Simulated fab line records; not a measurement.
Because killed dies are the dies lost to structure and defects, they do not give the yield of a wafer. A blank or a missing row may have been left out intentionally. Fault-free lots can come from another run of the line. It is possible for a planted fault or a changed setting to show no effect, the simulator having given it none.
Which tool was responsible? -- flow n5Finfet -- Sampling: 11 lots, 33 wafers, 5 of 1938 route steps

## WHAT THE GAUGES SHOWED, per wafer
N5_MOL_CONTACT_COAG_CD_MEAS_99: the cd target is 17.2 nm.
lot,measured,on,cdNm (nm)
L075,day 5 06:16,cdSem-01,17.4 17.5 17.2
L077,day 5 14:05,cdSem-01,17.1 17.1 17.3
L080,day 6 08:35,cdSem-01,17.3 17.0 17.3
L082,day 6 19:05,cdSem-01,17.1 17.5 17.2
L084,day 7 07:13,cdSem-02,17.4 16.9 17.3
L086,day 7 19:42,cdSem-01,17.2 16.8 17.1
L088,day 8 06:38,cdSem-03,17.9 17.0 17.0
L090,day 8 15:48,cdSem-02,17.6 17.7 16.5
L092,day 9 03:31,cdSem-01,17.1 17.0 16.5
L094,day 9 21:52,cdSem-01,17.9 16.9 17.1
L096,day 10 06:29,cdSem-01,17.0 16.8 16.5

## EACH LOT AND THE TOOL THAT RAN IT (in order: tool; ch and the chambers of the sampled wafers; start)
lot,N5_GATE_CUT_ETCH_37,N5_GATE_CUT_ALD_22,N5_MOL_CONTACT_COAG_ETCH_105,N5_MOL_CONTACT_COAG_ETCH_106
L075,"rieDiel-02 ch 1,3, day 5 00:56","aldSin-03 ch 2,3, day 5 02:45","rieDiel-04 ch 0,3, day 5 05:55","rieDiel-04 ch 0,3, day 5 05:57"
L077,"rieDiel-02 ch 2,3, day 5 09:52","aldSin-04 ch 0,3, day 5 10:37","rieDiel-03 ch 0,1,3, day 5 13:44","rieDiel-03 ch 0,1,3, day 5 13:46"
L080,"rieDiel-06 ch 1,2,3, day 6 04:17","aldSin-04 ch 0,1,3, day 6 05:02","rieDiel-04 ch 0,1,2, day 6 08:14","rieDiel-04 ch 0,1,2, day 6 08:16"
L082,"rieDiel-02 ch 1,2,3, day 6 14:51","aldSin-04 ch 0,3, day 6 15:37","rieDiel-03 ch 1,2,3, day 6 18:44","rieDiel-03 ch 1,2,3, day 6 18:46"
L084,"rieDiel-02 ch 1,2, day 7 03:07","aldSin-03 ch 0,2, day 7 03:52","rieDiel-03 ch 1,2, day 7 06:53","rieDiel-03 ch 1,2, day 7 06:54"
L086,"rieDiel-02 ch 1,2,3, day 7 15:13","aldSin-01 ch 1,2,3, day 7 16:14","rieDiel-04 ch 1,3, day 7 19:22","rieDiel-04 ch 1,3, day 7 19:23"
L088,"rieDiel-02 ch 1,2,3, day 8 02:09","aldSin-01 ch 1,3, day 8 03:17","rieDiel-04 ch 1,2, day 8 06:18","rieDiel-04 ch 1,2, day 8 06:20"
L090,"rieDiel-05 ch 0,1, day 8 11:16","aldSin-03 ch 0,1, day 8 12:01","rieDiel-01 ch 0,1,3, day 8 15:27","rieDiel-01 ch 0,1,3, day 8 15:29"
L092,"rieDiel-06 ch 2,3, day 8 22:47","aldSin-01 ch 0,3, day 8 23:33","rieDiel-03 ch 0,1, day 9 03:10","rieDiel-03 ch 0,1, day 9 03:11"
L094,"rieDiel-05 ch 0,3, day 9 17:36","aldSin-04 ch 0,2, day 9 18:21","rieDiel-03 ch 0,2, day 9 21:31","rieDiel-03 ch 0,2, day 9 21:33"
L096,"rieDiel-06 ch 0,2,3, day 10 02:00","aldSin-04 ch 0,1,2, day 10 02:51","rieDiel-03 ch 1,2, day 10 06:09","rieDiel-03 ch 1,2, day 10 06:11"
- N5_GATE_CUT_ETCH_37: etches SOC in N2/H2, target depth 60 nm, overetch 12 nm, time 90 s.
- N5_GATE_CUT_ALD_22: deposits SiNx, target thk 16 nm, pulse time 1 s, ald cycles 320.
- N5_MOL_CONTACT_COAG_ETCH_105: etches SiARC in CF4, target depth 15.6 nm, time 26 s.
- N5_MOL_CONTACT_COAG_ETCH_106: etches SOC in N2/H2, target depth 80 nm, overetch 16 nm, time 120 s.

## THE ANSWER, worked out from the rows above alone
Rule: the usual values come from the lots themselves. The widest of any qualifying gaps counts: lots, ordered by their means at a reading, are off when they make up no more than a third of the lots, leave a main group of 4 or more, and stand apart from it by 3 or more times the standard deviation of that group's means. A main group is skipped when, at the precision printed for the reading in the tables above, its means are all equal. A lot without any number at a reading at which 4 lots or more have one is off too. Where the step has rows for the other lots, those lots are counted as sound.
No lot is off on any of the readings shown, so nothing can be concluded from this.

## WHAT WAS PUT IN BY THE SIMULATOR
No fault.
